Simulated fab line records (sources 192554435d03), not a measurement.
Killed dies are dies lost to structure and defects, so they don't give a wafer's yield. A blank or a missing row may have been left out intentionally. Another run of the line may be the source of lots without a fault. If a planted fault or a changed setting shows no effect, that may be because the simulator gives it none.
A struck lot beside a sound one | flow n5 finfet | 19 out of 1938 route steps
Sound: wafers L877.1, L877.5, L877.6. Struck: wafer L883.5. (L883.4 of the same lot was not struck and is left out.) The cause comes at the end.
Order at every step that has rows: each side's tool, ch and its chambers, its first start. Under that, the readings that differ: sound wafers | struck wafers | difference of the means | sigmas: that difference in standard deviations of wafers without a fault.
alike: readings whose means differ by less than 2 such deviations, and words and numbers that are the same on both sides. not compared: withheld readings, readings that some wafer has no value for, bounds like >300 that may hide the same value, and numbers for which the record gives no deviation and whose values overlap.
Wherever a step has rows on one side only, a row that says differs or no value, or a row with sigmas, the two part there. Numbers that don't overlap but have no deviation are shown without sigmas and don't part them. Lack of a reading on every wafer of one side parts them only where that side has two or more wafers.

first, 6 steps without rows for these wafers: N5_BEOL_M4_COAT_05 (resist thk 30 nm); N5_BEOL_M4_EBR_07; N5_BEOL_M4_SOFTBAKE_06 (time 60 s); N5_BEOL_M4_EXPOSE_08 (exposes mask M4); N5_BEOL_M4_PEB_09 (peb time 60 s); N5_BEOL_M4_DEVELOP_10 (develop time 30 s).
N5_BEOL_M4_CD_MEAS_11: target cd 16.79 nm.
  sound on cd sem-02 ch 0, day 9 13:40; struck on cd sem-02 ch 0, day 10 13:53
  alike: cd nm
N5_BEOL_M4_OVL_MEAS_12:
  sound on overlay-02 ch 0, day 9 13:42; struck on overlay-02 ch 0, day 10 13:56
  alike: M4_OVL
N5_BEOL_M4_INSPECT_13: inspects for defects (brightfield).
  struck on defect inspect-02, day 10 13:58; sound on defect inspect-01, day 9 13:46
  alike: raw defect count
N5_BEOL_M4_DESCUM_16: chemistry O2, time 7 s.
  sound on rie diel-01 ch 1,2, day 9 13:48; struck on rie diel-05 ch 2, day 10 14:14
  alike: drypump motor current A, oes product au, rf vpp V, showerhead plenum p Torr, throttle valve pct
  not compared: rf hours counter h
N5_BEOL_M4_ETCH_74: etches underlayer in N2/H2, target depth 6.5 nm, time 5.2 s.
  sound on rie diel-01 ch 1,2, day 9 13:50; struck on rie diel-05 ch 2, day 10 14:16
  reading               | sound          | struck | difference | sigmas
  etch rf on time s (s) | 4.96 4.93 5.28 | 5.33   | +0.27      | +2
  alike: drypump motor current A, oes product au, rf vpp V, showerhead plenum p Torr, throttle valve pct
  not compared: rf hours counter h
N5_BEOL_M4_ETCH_63: etches SiARC in CF4, target depth 15.6 nm, time 26 s.
  sound on rie diel-01 ch 1,2, day 9 13:51; struck on rie diel-05 ch 2, day 10 14:17
  alike: drypump motor current A, etch rf on time s, oes product au, rf vpp V, showerhead plenum p Torr, throttle valve pct
  not compared: rf hours counter h
N5_BEOL_M4_ETCH_64: etches SOC in N2/H2, target depth 75 nm, overetch 22.5 nm, time 121.9 s.
  sound on rie diel-01 ch 1,2, day 9 13:53; struck on rie diel-05 ch 2, day 10 14:21
  reading                                    | sound   | struck | difference | sigmas
  model.SiARC_of_BEOL_M4_COAT_62.thk nm (nm) | 6 6 6.4 | 5.4    | -0.7       |
  alike: drypump motor current A, oes product au, rf vpp V, showerhead plenum p Torr, throttle valve pct
  not compared: rf hours counter h, model.BEOL_M4.cd offset nm
then, 2 steps without rows for these wafers: N5_BEOL_M4_STRIP_65 (strips in N2/H2); N5_BEOL_M4_STRIP_75 (strips in N2/H2).
N5_BEOL_M4_STRIP_66: strips in CF4.
  sound on rie diel-01 ch 1,2, day 9 14:01; struck on rie diel-05 ch 2, day 10 14:26
  alike: drypump motor current A, oes product au, rf vpp V, showerhead plenum p Torr, throttle valve pct
  not compared: rf hours counter h
N5_BEOL_M4_HM_OPEN_17: chemistry Cl2/BCl3, target TiN, target depth 20 nm, overetch 6 nm.
  sound on rie metal-01 ch 0,1, day 9 14:03; struck on rie metal-02 ch 1, day 10 14:29
  reading                  | sound            | struck | difference | sigmas
  model.etch.depth nm (nm) | 19.9 20.25 20.12 | 17.65  | -2.44      |
  alike: bcl3 flow sccm, drypump motor current A, oes product au, throttle valve pct
  not compared: rf hours counter h, model.BEOL_M4.cd offset nm
N5_BEOL_M4_STRIP_19: strips in O2.
  sound on rie diel-02 ch 0,2,3, day 9 14:10; struck on rie diel-05 ch 0, day 10 14:36
  reading               | sound          | struck | difference | sigmas
  oes product au (a.u.) | 0.80 0.70 0.91 | 1.00   | +0.20      | +2
  alike: drypump motor current A, rf vpp V, showerhead plenum p Torr, throttle valve pct
  not compared: rf hours counter h
N5_BEOL_M4_RC_MEAS_101:
  sound on prober-01 ch 0, day 10 15:33; struck on prober-02 ch 0, day 11 09:11
  reading       | sound          | struck | difference | sigmas
  DIBL_P (mV/V) | 37.3 37.4 38.0 | 32.0   | -5.6       | -3
  SS_N (mV/dec) | 71.6 72.2 71.5 | 70.5   | -1.3       | -2
  SS_P (mV/dec) | 74.1 74.7 74.3 | 72.1   | -2.3       | -3
  alike: DIBL_N, IOFF_N, IOFF_P, ION_N, ION_P, VT_N, VT_P

== WHERE THEY PART ==
At N5_BEOL_M4_ETCH_74 first; at N5_BEOL_M4_RC_MEAS_101 last (within this record only).

WHY: what had been put in by the simulator
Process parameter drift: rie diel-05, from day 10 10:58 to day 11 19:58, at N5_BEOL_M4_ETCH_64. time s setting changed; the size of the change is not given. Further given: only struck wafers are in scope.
